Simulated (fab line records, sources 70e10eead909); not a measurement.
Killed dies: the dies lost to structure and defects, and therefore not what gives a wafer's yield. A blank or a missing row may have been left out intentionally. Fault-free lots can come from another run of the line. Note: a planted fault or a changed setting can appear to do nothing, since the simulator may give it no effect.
fab line records -- flow nand_harc
[record] lots = 7, wafers = 21, last_day = 24
route steps=1159 shown A_BLC@977
lots with no fault: from the same line, run without faults
start_h: hours from the record's first day to the start of the lot's first wafer shown -- wait_h: how many hours have passed since the lot's step before this one -- " as in the row above -- L1.1+2: several wafers, shown together as one row -- - value missing, or start not given -- * or withheld: withheld -- < > ~ a bound
route shown NAME@n: names a module that has steps shown in the file, with the first one's number in the route -- usual: average and standard deviation across the fault-free wafers -- same: alike in all rows -- chamber/n: place in a boat -- sites: readings site by site -- _std_site: standard deviation of those values -- _edge_site: mean of outer sites minus mean of inner sites -- radius_mm: for every site, how far away it sits from the centre of the wafer -- mask NAME#n: copy n -- behind: the tool/chamber that last shaped the wafer -- hold: cause of the lot's hold/its duration in hours/its outcome -- device: which transistor (n, p or np) failed to switch -- end of line: the same wafers' tests at the end of the route -- where a step has no rows: the recipe by itself -- killed: dies that structure and defects cost at the first sort, which is not the same as the wafer's yield -- map: a wafer's dies, x killed, . not, _ none there
set.NAME: the setting that was run; set.NAME@STEP: the one run at that earlier step -- model.NAME: the simulator's own value behind a step, which no gauge read
lots at selected steps of the route; one table per step, one row per wafer
services: the hour from which a tool's chamber was out of use, counted from the record's first day as start_h (under 0 if before that day), plus the number of hours and why
[[steps]]
[step NHARC_A_BLC_DESCUM_15]
[recipe] time_s = 3, o2_flow_sccm = 200, ar_flow_sccm = 0, bias_power_w = 0, chemistry = O2
[step NHARC_A_BLC_ETCH_16]
[recipe] target_depth_a = 390, over_etch_frac = 0.3, time_s = 65, ion_energy_ev = 80, cf4_flow_sccm = 150, ar_flow_sccm = 0, rf_w = 300, bias_w = 100, chemistry = CF4
[usual] drypump_motor_current_A = 5.59/0.23, oes_product_au = 0.999/0.0096, rf_vpp_V = 151.0/1.3, showerhead_plenum_p_Torr = 1.75/0.077, throttle_valve_pct = 13.285/0.0099
lot.wafer,tool,chamber,start_h,wait_h,drypump_motor_current_A,oes_product_au,rf_hours_counter_h,rf_vpp_V,showerhead_plenum_p_Torr,throttle_valve_pct
L468.2,rie_diel-11,0,394.48,0.1,5.35,1.008,2,151.0,1.68,13.288
L468.3,rie_diel-11,3,394.48,0.1,5.90,1.011,2,149.4,1.72,13.299
L468.4,rie_diel-11,1,394.48,0.1,5.51,1.005,-,152.1,1.76,13.289
L471.1,rie_diel-11,1,406.05,0.1,5.48,0.990,3,148.5,1.76,13.289
L471.5,rie_diel-11,3,406.05,0.1,5.87,0.995,-,151.5,1.72,13.274
L471.6,rie_diel-11,0,406.05,0.1,5.35,1.007,-,150.4,1.68,13.285
L474.2,rie_diel-11,3,421.51,0.1,5.89,1.007,6,151.8,1.72,13.279
L474.4,rie_diel-11,0,421.51,0.1,5.38,1.002,6,150.8,1.68,13.281
L474.1,rie_diel-11,2,421.51,0.1,5.60,0.974,4,150.4,1.69,13.279
L482.4,rie_diel-09,0,482.85,0.1,5.37,1.002,4,152.4,1.79,13.280
L482.1,rie_diel-09,3,482.85,0.1,5.52,1.004,4,150.2,1.68,13.308
L482.5,rie_diel-09,1,482.85,0.1,5.70,1.008,-,152.0,1.88,13.297
L486.3,rie_diel-09,3,484.54,0.1,5.52,1.002,4,150.8,1.68,13.284
L486.1,rie_diel-09,2,484.54,0.1,5.79,0.994,5,150.2,1.66,13.280
L486.6,rie_diel-09,3,484.54,0.1,5.54,1.000,-,150.7,1.68,13.281
L490.2,rie_diel-09,0,529.77,0.1,5.39,0.996,10,150.5,1.79,13.289
L490.3,rie_diel-09,3,529.77,0.1,5.55,0.995,9,150.1,1.68,13.296
L490.5,rie_diel-09,0,529.77,0.1,5.42,0.994,-,152.2,1.79,13.277
L489.3,rie_diel-02,0,530.40,0.1,4.89,0.995,6,151.6,1.87,13.262
L489.2,rie_diel-02,1,530.40,0.1,5.21,0.985,6,149.8,1.66,13.293
L489.5,rie_diel-02,1,530.40,0.1,5.21,0.992,-,149.3,1.65,13.277
[step NHARC_A_BLC_ETCH_17]
[recipe] target_depth_a = 3900, over_etch_frac = 0.25, time_s = 609.38, ion_energy_ev = 200, n2_flow_sccm = 150, h2_flow_sccm = 150, ar_flow_sccm = 0, rf_w = 400, bias_w = 150, chemistry = N2/H2
[usual] drypump_motor_current_A = 5.59/0.23, oes_product_au = 0.999/0.0088, rf_vpp_V = 429.7/2.8, showerhead_plenum_p_Torr = 2.01/0.097, throttle_valve_pct = 14.171/0.0088
lot.wafer,tool,chamber,start_h,wait_h,drypump_motor_current_A,oes_product_au,rf_hours_counter_h,rf_vpp_V,showerhead_plenum_p_Torr,throttle_valve_pct
L468.3,rie_diel-11,3,-,-,5.89,0.997,3,429.5,1.98,14.176
L468.2,rie_diel-11,1,-,-,5.49,1.006,2,430.0,2.03,14.164
L468.4,rie_diel-11,1,-,-,5.51,1.007,-,429.9,2.03,14.170
L471.1,rie_diel-11,3,-,-,5.90,1.010,4,429.3,1.98,14.176
L471.5,rie_diel-11,0,-,-,5.36,1.007,-,427.6,1.93,14.170
L471.6,rie_diel-11,1,-,-,5.48,0.991,-,430.0,2.03,14.171
L474.2,rie_diel-11,2,-,-,5.61,0.978,4,428.9,1.94,14.157
L474.1,rie_diel-11,3,-,-,5.90,0.997,6,429.4,1.98,14.166
L474.4,rie_diel-11,0,-,-,5.39,0.996,6,426.3,1.93,14.178
L482.1,rie_diel-09,1,-,-,5.74,1.003,4,434.3,2.18,14.163
L482.4,rie_diel-09,3,-,-,5.57,0.996,4,428.1,1.93,14.179
L482.5,rie_diel-09,0,-,-,5.37,0.992,-,431.9,2.07,14.162
L486.3,rie_diel-09,0,-,-,5.37,1.007,5,432.1,2.06,14.172
L486.1,rie_diel-09,2,-,-,5.84,0.995,5,426.4,1.90,14.185
L486.6,rie_diel-09,3,-,-,5.55,1.002,-,427.1,1.93,14.172
L490.2,rie_diel-09,1,-,-,5.71,1.004,9,434.0,2.18,14.183
L490.3,rie_diel-09,2,-,-,5.80,0.994,9,426.3,1.90,14.168
L490.5,rie_diel-09,1,-,-,5.70,0.995,-,434.2,2.18,14.181
L489.3,rie_diel-02,3,-,-,6.62,0.997,7,428.1,1.92,14.187
L489.2,rie_diel-02,0,-,-,4.91,0.991,6,434.4,2.17,14.188
L489.5,rie_diel-02,2,-,-,6.46,0.997,-,429.0,2.06,14.182
[step NHARC_A_BLC_ETCH_18]
[recipe] target_depth_a = 9100, c4f8_flow_sccm = 20, o2_flow_sccm = 10, ar_flow_sccm = withheld, rf_w = 600, bias_w = 1500, chemistry = C4F8/O2/Ar
[usual] oes_product_au = 0.954/0.025, rf_vpp_V = 976/6.1
lot.wafer,tool,chamber,start_h,wait_h,oes_product_au,rf_hours_counter_h,rf_vpp_V
L468.3,rie_diel-11,0,-,-,0.958,2,972
L468.2,rie_diel-11,1,-,-,0.952,3,976
L468.4,rie_diel-11,0,-,-,0.972,-,971
L471.1,rie_diel-11,1,-,-,0.949,4,978
L471.6,rie_diel-11,3,-,-,0.976,-,975
L471.5,rie_diel-11,0,-,-,0.963,-,971
L474.1,rie_diel-11,2,-,-,0.950,4,972
L474.4,rie_diel-11,3,-,-,0.962,6,974
L474.2,rie_diel-11,0,-,-,0.974,6,973
L482.1,rie_diel-09,0,-,-,0.971,5,980
L482.4,rie_diel-09,2,-,-,0.979,5,970
L482.5,rie_diel-09,3,-,-,0.957,-,971
L486.3,rie_diel-09,0,-,-,0.954,5,981
L486.1,rie_diel-09,2,-,-,0.976,5,969
L486.6,rie_diel-09,0,-,-,0.973,-,978
L490.2,rie_diel-09,2,-,-,0.958,9,969
L490.3,rie_diel-09,3,-,-,0.966,9,971
L490.5,rie_diel-09,1,-,-,0.980,-,988
L489.2,rie_diel-02,2,-,-,0.969,8,981
L489.3,rie_diel-02,3,-,-,0.973,8,971
L489.5,rie_diel-02,3,-,-,0.965,-,971
[step NHARC_A_BLC_CD_MEAS_19]
[usual] cd_nm = 100.9/2.3
lot.wafer,tool,chamber,start_h,wait_h,cd_nm
L468.2,cd_sem-02,-,395.54,-,101.8
L468.3,cd_sem-02,-,395.54,-,102.5
L468.4,cd_sem-02,-,395.54,-,99.8
L471.1,cd_sem-03,-,406.92,-,102.0
L471.5,cd_sem-03,-,406.92,-,98.0
L471.6,cd_sem-03,-,406.92,-,99.5
L474.1,cd_sem-03,-,422.39,-,99.0
L474.2,cd_sem-03,-,422.39,-,100.9
L474.4,cd_sem-03,-,422.39,-,98.5
L482.1,cd_sem-02,-,483.73,-,101.2
L482.4,cd_sem-02,-,483.73,-,103.0
L482.5,cd_sem-02,-,483.73,-,102.7
L486.1,cd_sem-01,-,485.42,-,102.4
L486.3,cd_sem-01,-,485.42,-,99.2
L486.6,cd_sem-01,-,485.42,-,99.8
L490.2,cd_sem-01,-,530.73,-,101.7
L490.3,cd_sem-01,-,530.73,-,100.9
L490.5,cd_sem-01,-,530.73,-,102.7
L489.2,cd_sem-03,-,531.56,-,98.8
L489.3,cd_sem-03,-,531.56,-,103.1
L489.5,cd_sem-03,-,531.56,-,99.5
[step NHARC_A_BLC_STRIP_29]
[recipe] cf4_flow_sccm = 150, ar_flow_sccm = 0, bias_w = 0, chemistry = CF4
[step NHARC_A_BLC_STRIP_21]
[recipe] o2_flow_sccm = 500, ar_flow_sccm = 0, bias_w = 0, chemistry = O2
[step NHARC_A_BLC_STRIP_22]
[recipe] time_s = 600, temp_c = 30, chemistry = post_etch_residue_remover
[step NHARC_A_BLC_DEGAS_30]
[recipe] temp_c = 300, time_s = 60
[usual] heater_power_w = 473/49
lot.wafer,tool,chamber,start_h,wait_h,heater_power_w
L468.4,pvd_sputter-03,-,396.14,-,387
L468.2,pvd_sputter-03,-,396.14,-,497
L468.3,pvd_sputter-03,-,396.14,-,493
L471.1,pvd_sputter-03,-,407.54,-,383
L471.5,pvd_sputter-03,-,407.54,-,465
L471.6,pvd_sputter-03,-,407.54,-,474
L474.1,pvd_sputter-02,-,423.02,-,410
L474.2,pvd_sputter-02,-,423.02,-,522
L474.4,pvd_sputter-02,-,423.02,-,422
L482.4,pvd_sputter-03,-,484.35,-,387
L482.1,pvd_sputter-03,-,484.35,-,512
L482.5,pvd_sputter-03,-,484.35,-,393
L486.1,pvd_sputter-03,-,486.03,-,500
L486.3,pvd_sputter-03,-,486.03,-,377
L486.6,pvd_sputter-03,-,486.03,-,509
L490.2,pvd_sputter-01,-,531.34,-,556
L490.3,pvd_sputter-01,-,531.34,-,435
L490.5,pvd_sputter-01,-,531.34,-,551
L489.3,pvd_sputter-03,-,532.17,-,517
L489.2,pvd_sputter-03,-,532.17,-,502
L489.5,pvd_sputter-03,-,532.17,-,514
[step NHARC_A_BLC_PRE_CLEAN_31]
[recipe] time_s = 15, bias_v = 250, gas = Ar
[step NHARC_A_BLC_PVD_32]
[recipe] target_thk_a = 50, chamber_pressure_pa = 5, power_w = 5000, substrate_temp_c = 200, time_s = 17.7, material = Ti
[usual] throttle_valve_pct = 30.0/0.87
lot.wafer,tool,chamber,start_h,wait_h,throttle_valve_pct
L468.2,pvd_sputter-03,-,-,-,31.9
L468.4,pvd_sputter-03,-,-,-,29.0
L468.3,pvd_sputter-03,-,-,-,29.1
L471.1,pvd_sputter-03,-,-,-,29.0
L471.5,pvd_sputter-03,-,-,-,30.1
L471.6,pvd_sputter-03,-,-,-,32.2
L474.2,pvd_sputter-02,-,-,-,31.3
L474.1,pvd_sputter-02,-,-,-,29.1
L474.4,pvd_sputter-02,-,-,-,29.9
L482.1,pvd_sputter-03,-,-,-,29.7
L482.4,pvd_sputter-03,-,-,-,30.6
L482.5,pvd_sputter-03,-,-,-,29.9
L486.3,pvd_sputter-03,-,-,-,30.0
L486.1,pvd_sputter-03,-,-,-,29.8
L486.6,pvd_sputter-03,-,-,-,29.8
L490.3,pvd_sputter-01,-,-,-,29.2
L490.2,pvd_sputter-01,-,-,-,31.0
L490.5,pvd_sputter-01,-,-,-,29.1
L489.3,pvd_sputter-03,-,-,-,29.6
L489.2,pvd_sputter-03,-,-,-,28.8
L489.5,pvd_sputter-03,-,-,-,30.0
[step NHARC_A_BLC_ALD_23]
[recipe] target_thk_a = 30, pulse_time_s = 1, ald_cycles = 150, temp_c = 450, material = TiN
[step NHARC_A_BLC_CVD_24]
[recipe] target_thk_a = 1500, temp_c = 300, pressure_torr = 40, wf6_flow_sccm = 40, h2_flow_sccm = 1600, ar_flow_sccm = 1560, time_s = 434, material = W
[usual] heater_power_outer_w = 257/40, heater_power_w = 445/65, throttle_valve_pct = 7.82/0.29
lot.wafer,tool,chamber,start_h,wait_h,heater_power_outer_w,heater_power_w,throttle_valve_pct
L468.2,cvd_w-02,0,396.66,-,274,494,7.02
L468.4,cvd_w-02,1,396.66,-,311,540,8.04
L468.3,cvd_w-02,0,396.66,-,278,500,7.54
L468.2,cvd_w-02,0,397.34,0.6,277,505,7.38
L468.4,cvd_w-02,1,397.34,0.6,305,533,8.22
L468.3,cvd_w-02,0,397.34,0.6,296,486,7.46
L471.1,cvd_w-01,1,407.97,-,218,408,7.97
L471.5,cvd_w-01,1,407.97,-,219,398,8.01
L471.6,cvd_w-01,0,407.97,-,230,382,7.66
L471.1,cvd_w-01,1,408.65,0.6,222,398,7.82
L471.5,cvd_w-01,1,408.65,0.6,224,396,7.62
L471.6,cvd_w-01,0,408.65,0.6,232,379,7.90
L474.2,cvd_w-01,0,423.46,-,232,383,7.71
L474.1,cvd_w-01,1,423.46,-,218,409,7.64
L474.4,cvd_w-01,1,423.46,-,219,411,7.70
L474.2,cvd_w-01,0,424.14,0.6,232,380,8.05
L474.1,cvd_w-01,1,424.14,0.6,222,401,8.05
L474.4,cvd_w-01,1,424.14,0.6,216,400,7.80
L482.1,cvd_w-02,1,489.50,-,313,540,8.16
L482.4,cvd_w-02,0,489.50,-,288,512,7.63
L482.5,cvd_w-02,0,489.50,-,283,495,7.33
L486.1,cvd_w-01,1,491.43,-,213,407,8.04
L486.3,cvd_w-01,1,491.43,-,215,407,7.89
L486.6,cvd_w-01,0,491.43,-,237,379,7.84
L490.2,cvd_w-01,0,531.85,-,239,394,7.94
L490.3,cvd_w-01,0,531.85,-,241,375,7.55
L490.5,cvd_w-01,1,531.85,-,216,400,7.93
L489.2,cvd_w-01,1,532.82,-,219,404,7.88
L489.3,cvd_w-01,0,532.82,-,236,387,7.61
L489.5,cvd_w-01,0,532.82,-,234,379,7.81
[step NHARC_A_BLC_CMP_25]
[recipe] t_overpolish_s = 30, target_thk_nm = 150
[usual] motor_current_A = 12.4/1.2, overpolish_run_s = 30.001/0.009, time_to_endpoint_s = 30.3/2.6
lot.wafer,tool,chamber,start_h,wait_h,motor_current_A,overpolish_run_s,time_to_endpoint_s
L468.4,cmp-02,1,397.85,0.4,11.3,30.005,59.2
L468.2,cmp-02,2,397.85,0.4,10.9,29.992,55.3
L468.3,cmp-02,3,397.85,0.4,12.3,30.006,63.0
L471.1,cmp-02,0,409.31,0.6,13.9,30.003,55.4
L471.5,cmp-02,1,409.31,0.6,12.7,29.989,57.9
L471.6,cmp-02,2,409.31,0.6,10.8,29.999,57.4
L474.2,cmp-04,2,425.05,0.8,13.6,30.007,59.6
L474.1,cmp-04,3,425.05,0.8,14.6,29.991,59.1
L474.4,cmp-04,0,425.05,0.8,11.5,30.003,62.8
L482.1,cmp-04,1,490.08,0.5,13.6,30.012,27.5
L482.4,cmp-04,2,490.08,0.5,13.3,30.005,30.3
L482.5,cmp-04,0,490.08,0.5,12.3,30.001,29.6
L486.1,cmp-04,2,491.96,0.5,13.3,30.008,32.5
L486.3,cmp-04,1,491.96,0.5,12.9,30.002,29.9
L486.6,cmp-04,3,491.96,0.5,14.1,30.006,30.2
L490.3,cmp-02,1,532.30,0.2,11.8,30.016,30.6
L490.2,cmp-02,3,532.30,0.2,11.9,29.989,30.6
L490.5,cmp-02,2,532.30,0.2,11.1,29.989,28.1
L489.2,cmp-02,2,533.30,0.4,10.4,29.983,29.2
L489.3,cmp-02,0,533.30,0.4,14.2,30.009,26.0
L489.5,cmp-02,2,533.30,0.4,10.5,30.018,28.7
[[services]]
tool,chamber,start_h,hours,kind
cvd_w-02,-,379.39,13.0,pm
rie_diel-11,2,391.38,7.8,repair
cmp-04,-,399.00,4.0,pm
rie_diel-02,3,399.67,4.1,repair
cvd_w-02,1,404.51,4.9,repair
rie_diel-09,2,425.96,4.0,repair
rie_diel-02,2,426.52,13.5,repair
rie_diel-09,-,431.13,9.0,pm
cmp-02,-,437.34,4.0,pm
cmp-04,-,452.10,0.7,repair
pvd_sputter-03,-,458.00,10.0,pm
rie_diel-09,3,459.44,10.8,repair
rie_diel-02,3,463.85,13.7,repair
cmp-02,-,466.17,0.7,repair
rie_diel-02,2,470.55,8.0,repair
cmp-02,-,471.35,1.4,repair
cvd_w-01,-,475.64,13.0,pm
rie_diel-11,-,480.10,1.0,repair
rie_diel-11,2,487.27,21.6,repair
cmp-04,-,497.00,4.0,pm
rie_diel-02,2,501.87,8.3,repair
rie_diel-02,-,504.85,9.0,pm
rie_diel-09,-,520.36,0.8,repair
rie_diel-09,-,521.84,1.1,repair
[[key]]
[first_sign] step = NHARC_A_BLC_CVD_24, reading = visit, direction = added
[effect] step = NHARC_A_BLC_CMP_25, reading = time_to_endpoint_s, direction = up, sigmas = 11, usual = *, struck = *
met_at NHARC_A_BLC_CVD_24
struck_wafers L468.2,L468.3,L468.4,L471.1,L471.5,L471.6,L474.1,L474.2,L474.4
sort_left_out L468.2,L468.3,L468.4,L471.1,L471.5,L471.6,L474.1,L474.2,L474.4
tester_left_out L468,L471,L474
[fault] kind = repeated_step_whole, tool = cvd_w-01,cvd_w-02, chamber = -, onset_h = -, steps = NHARC_A_BLC_CVD_24, times = 1, scope = struck_lots_only
// tester_left_out: of these lots the tester's yield and bins aren't shown, on N5 and GAA mostly nor the transistor test; their killed dies are dies lost to structure and defects alone, not to doping, threshold or leakage, so they don't give the yield
// sort_left_out: the simulated sort isn't trusted on such a fault, so these wafers' sort isn't shown, and their yield isn't known
